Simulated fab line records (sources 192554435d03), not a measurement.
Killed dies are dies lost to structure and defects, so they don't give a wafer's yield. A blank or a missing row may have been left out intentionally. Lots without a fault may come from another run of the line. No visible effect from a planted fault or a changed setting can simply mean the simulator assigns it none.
Split-lot study :: flow n5Finfet :: 21 wafers read across 7 lots, on a route 1938 steps long

== SPLIT DETAILS ==
At N5_BEOL_M15_PEB_26 (peb time 90 s), the setting pebTempC was moved away from the recipe's 130 C on 9 of the 21 wafers read, by -2.4% to +2.8%. This setting was run at the recipe's value on the other wafers.

== FROM THE SPLIT TO THE READING: what the file shows between them, 2 steps ==
- N5_BEOL_M15_DEVELOP_27: develop time 45 s (also split here: developTimeS)
- N5_BEOL_M15_HARDBAKE_32: time 120 s

== THE READING ==
At N5_BEOL_M15_CD_MEAS_28: cdNm in nanometres, against a target cd of 407.6 nm. Typical for fault-free wafers on this fab line: 408.2 nm, with standard deviation 1.4 nm.

wafer: L078.1
tool, chamber at the split: lithoTrack-02, 0
pebTempC as run, C: 131.5
against the recipe: +1.2%
cdNm, nm: 414.7
against lot-mates on the recipe: +7.2

wafer: L078.2
tool, chamber at the split: lithoTrack-02, 0
pebTempC as run, C: 130
against the recipe: recipe
cdNm, nm: 406.2
against lot-mates on the recipe: -

wafer: L078.3
tool, chamber at the split: lithoTrack-02, 0
pebTempC as run, C: 130
against the recipe: recipe
cdNm, nm: 408.8
against lot-mates on the recipe: -

wafer: L079.1
tool, chamber at the split: lithoTrack-03, 0
pebTempC as run, C: 128.1
against the recipe: -1.5%
cdNm, nm: 397.7
against lot-mates on the recipe: no lot-mate on the recipe

wafer: L079.3
tool, chamber at the split: lithoTrack-03, 0
pebTempC as run, C: 128.1
against the recipe: -1.5%
cdNm, nm: 401.8
against lot-mates on the recipe: no lot-mate on the recipe

wafer: L079.4
tool, chamber at the split: lithoTrack-03, 0
pebTempC as run, C: 128.1
against the recipe: -1.5%
cdNm, nm: 400.2
against lot-mates on the recipe: no lot-mate on the recipe

wafer: L081.2
tool, chamber at the split: lithoTrack-03, 0
pebTempC as run, C: 133.7
against the recipe: +2.8%
cdNm, nm: 423.3
against lot-mates on the recipe: +14.3

wafer: L081.5
tool, chamber at the split: lithoTrack-03, 0
pebTempC as run, C: 130
against the recipe: recipe
cdNm, nm: 408.9
against lot-mates on the recipe: -

wafer: L081.6
tool, chamber at the split: lithoTrack-03, 0
pebTempC as run, C: 130
against the recipe: recipe
cdNm, nm: 409.2
against lot-mates on the recipe: -

wafer: L085.2
tool, chamber at the split: lithoTrack-02, 0
pebTempC as run, C: 132.3
against the recipe: +1.8%
cdNm, nm: 415.4
against lot-mates on the recipe: +7.8

wafer: L085.4
tool, chamber at the split: lithoTrack-02, 0
pebTempC as run, C: 130
against the recipe: recipe
cdNm, nm: 407.3
against lot-mates on the recipe: -

wafer: L085.6
tool, chamber at the split: lithoTrack-02, 0
pebTempC as run, C: 130
against the recipe: recipe
cdNm, nm: 407.9
against lot-mates on the recipe: -

wafer: L087.1
tool, chamber at the split: lithoTrack-01, 0
pebTempC as run, C: 126.9
against the recipe: -2.4%
cdNm, nm: 390.2
against lot-mates on the recipe: -17.9

wafer: L087.2
tool, chamber at the split: lithoTrack-01, 0
pebTempC as run, C: 130
against the recipe: recipe
cdNm, nm: 408.1
against lot-mates on the recipe: -

wafer: L087.4
tool, chamber at the split: lithoTrack-01, 0
pebTempC as run, C: 130
against the recipe: recipe
cdNm, nm: 408.0
against lot-mates on the recipe: -

wafer: L091.1
tool, chamber at the split: lithoTrack-01, 0
pebTempC as run, C: 130
against the recipe: recipe
cdNm, nm: 407.9
against lot-mates on the recipe: -

wafer: L091.2
tool, chamber at the split: lithoTrack-01, 0
pebTempC as run, C: 128.1
against the recipe: -1.5%
cdNm, nm: 397.1
against lot-mates on the recipe: -10.8

wafer: L091.4
tool, chamber at the split: lithoTrack-01, 0
pebTempC as run, C: 128.1
against the recipe: -1.5%
cdNm, nm: 396.4
against lot-mates on the recipe: -11.5

wafer: L097.1
tool, chamber at the split: lithoTrack-03, 0
pebTempC as run, C: 130
against the recipe: recipe
cdNm, nm: 408.0
against lot-mates on the recipe: -

wafer: L097.2
tool, chamber at the split: lithoTrack-03, 0
pebTempC as run, C: 130
against the recipe: recipe
cdNm, nm: 408.7
against lot-mates on the recipe: -

wafer: L097.4
tool, chamber at the split: lithoTrack-03, 0
pebTempC as run, C: 130
against the recipe: recipe
cdNm, nm: 409.8
against lot-mates on the recipe: -

FIT RESULTS
A straight line over all 21 wafers: cdNm changes by +6 nm for each +1% of pebTempC; r = +0.97; the points scatter about the line by 1.7 nm.
The same after taking each lot's own level away (the mean of its wafers on the recipe; 18 wafers): +6.14 nm for each +1%; r = +0.98; scatter 1.5 nm.
The reading moves by 17 nm for the largest change in pebTempC, on that fit.
From 407.50 to 409.05 nm: that is the span of the lots' own levels, equal to 1.1 times the standard deviation above.
Consequently the slope shifts little with the lot-to-lot level, the two slopes agreeing.
Check: for one of the wafers moved furthest among these (+2.8%), held out of the fit, the line's prediction against its lot-mates is +18.4 nm. Against them it came out at +14.3 nm.

== THESE WAFERS: OTHER SPLITS ==
Note: prior to the reading, these wafers also went through further splits. Each is held against what the fit with the lots' levels taken away leaves over:
other split on the same wafers: N5_BEOL_M14_EXPOSE_07 doseMj
wafers away from the commonest value: 3
r with cdNm (lot level and that fit taken away): -0.09

other split on the same wafers: N5_BEOL_M15_DEVELOP_27 developTimeS
wafers away from the commonest value: 10
r with cdNm (lot level and that fit taken away): +0.17

== THE WHOLE CHAIN: every reading that the file lists as answering this split, in the file's order ==
step: N5_BEOL_M15_CD_MEAS_28
what it does: target cd 407.6 nm
reading: cdNm
change (the file's fit): +5.97 nm for each +1% of the setting
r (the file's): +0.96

step: N5_BEOL_M15_DESCUM_33
what it does: chemistry O2, time 7.9 s
reading: BEOL_M15.cdNm (the simulator's own value, which no gauge read)
change (the file's fit): +5.91 nm for each +1% of the setting
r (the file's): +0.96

== THE FILE'S OWN FIT ==
cdNm changes by +5.97 nm for each +1% of pebTempC, r = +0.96.
